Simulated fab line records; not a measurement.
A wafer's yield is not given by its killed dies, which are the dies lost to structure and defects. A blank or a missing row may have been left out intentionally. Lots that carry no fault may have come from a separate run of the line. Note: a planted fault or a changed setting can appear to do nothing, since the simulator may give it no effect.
Chamber matching :: flow n5-finfet :: N5_BEOL_M3_PECVD_72 on pecvd-02: 3 sister chambers
The step deposits SiO2 from TEOS/O2, target thk 16 nm, time 18 s. 6 wafers are shown with their chamber, then 9 later ones without.

WAFERS, EACH WITH ITS CHAMBER
wafer: L082.1
chamber: 0
throttle-valve-pct (%): 24.2
showerhead-plenum-p-Torr (Torr): 8.79

wafer: L084.3
chamber: 1
throttle-valve-pct (%): 22.2
showerhead-plenum-p-Torr (Torr): 8.84

wafer: L084.4
chamber: 2
throttle-valve-pct (%): 21.9
showerhead-plenum-p-Torr (Torr): 8.81

wafer: L087.1
chamber: 0
throttle-valve-pct (%): 24.4
showerhead-plenum-p-Torr (Torr): 8.78

wafer: L087.2
chamber: 1
throttle-valve-pct (%): 22.3
showerhead-plenum-p-Torr (Torr): 8.84

wafer: L087.3
chamber: 2
throttle-valve-pct (%): 21.6
showerhead-plenum-p-Torr (Torr): 8.81

WAFERS WITHOUT THEIR CHAMBER
wafer: L092.1
throttle-valve-pct (%): 22.5
showerhead-plenum-p-Torr (Torr): 8.86

wafer: L092.2
throttle-valve-pct (%): 24.5
showerhead-plenum-p-Torr (Torr): 8.80

wafer: L092.3
throttle-valve-pct (%): 22.0
showerhead-plenum-p-Torr (Torr): 8.83

wafer: L094.2
throttle-valve-pct (%): 22.6
showerhead-plenum-p-Torr (Torr): 8.83

wafer: L094.3
throttle-valve-pct (%): 24.5
showerhead-plenum-p-Torr (Torr): 8.80

wafer: L094.5
throttle-valve-pct (%): 22.4
showerhead-plenum-p-Torr (Torr): 8.86

wafer: L097.1
throttle-valve-pct (%): 24.7
showerhead-plenum-p-Torr (Torr): 8.78

wafer: L097.3
throttle-valve-pct (%): 21.9
showerhead-plenum-p-Torr (Torr): 8.81

wafer: L097.6
throttle-valve-pct (%): 24.3
showerhead-plenum-p-Torr (Torr): 8.79

WHICH CHAMBER EACH WENT THROUGH
wafer: L092.1
from the rows above: 1
in truth: 1

wafer: L092.2
from the rows above: 0
in truth: 0

wafer: L092.3
from the rows above: 1
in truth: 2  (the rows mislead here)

wafer: L094.2
from the rows above: 1
in truth: 1

wafer: L094.3
from the rows above: 0
in truth: 0

wafer: L094.5
from the rows above: 1
in truth: 1

wafer: L097.1
from the rows above: 0
in truth: 0

wafer: L097.3
from the rows above: 2
in truth: 2

wafer: L097.6
from the rows above: 0
in truth: 0
Correctly placed: 8 of 9. Left unplaced by these rows: 0. Number placed wrongly: 1.
How it was worked out, from the rows above alone: a wafer's distance from a chamber is the root of the sum, over the readings, of the square of ((its reading less the chamber's mean) divided by the reading's scatter). The wafer belongs to the nearest chamber; if the next one is less than 2 further off, it can't be placed. Each chamber's mean is taken over the wafers shown for it. The scatter is the square root of a quotient: the sum, over the shown wafers, of each reading's squared deviation from its chamber's mean, divided by wafers minus chambers.
